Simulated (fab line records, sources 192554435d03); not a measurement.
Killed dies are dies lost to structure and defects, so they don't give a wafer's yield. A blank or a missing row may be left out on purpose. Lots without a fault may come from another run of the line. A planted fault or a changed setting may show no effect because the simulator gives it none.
Which tool did it? | flow n5_finfet | 7 lots, 21 wafers sampled, at 1 step of a route of 1938

WHAT THE GAUGES READ, wafer by wafer
N5_BEOL_M1_OVL_MEAS_12.
lot  | measured     | on         | M1_OVL (nm)
L537 | day 6 10:26  | overlay-02 | 0.8 0.7 0.7
L539 | day 6 22:20  | overlay-02 | -1.0 -0.2 -0.7
L545 | day 8 07:37  | overlay-02 | -0.4 0.2 -0.6
L547 | day 8 22:50  | overlay-01 | 0.1 1.1 0.1
L552 | day 10 02:17 | overlay-01 | 0.3 1.0 1.2
L557 | day 11 12:40 | overlay-02 | 0.3 0.4 1.1
L559 | day 12 01:52 | overlay-01 | 0.2 0.4 -1.1

WHICH TOOL RAN EACH LOT (tool, then ch and the chambers of the sampled wafers, then the start)
The record holds no process step before these readings.

THE ANSWER, worked out from the rows above alone
Rule: what is usual is taken from the lots themselves. Put in order of their means at a reading, lots are off if they are a third of the lots or fewer, leave a main group of 4 or more, and stand apart from it by a gap of 3 or more times the standard deviation of the main group's means; of several such gaps the widest counts. A main group whose means are all the same, to the digits that the tables above print for the reading, isn't used. A lot without any number at a reading at which 4 lots or more have one is off too. The other lots that the step has rows for count as sound.
No lot is off at any reading shown: from this, nothing can be told.

WHAT THE SIMULATOR HAD PUT IN
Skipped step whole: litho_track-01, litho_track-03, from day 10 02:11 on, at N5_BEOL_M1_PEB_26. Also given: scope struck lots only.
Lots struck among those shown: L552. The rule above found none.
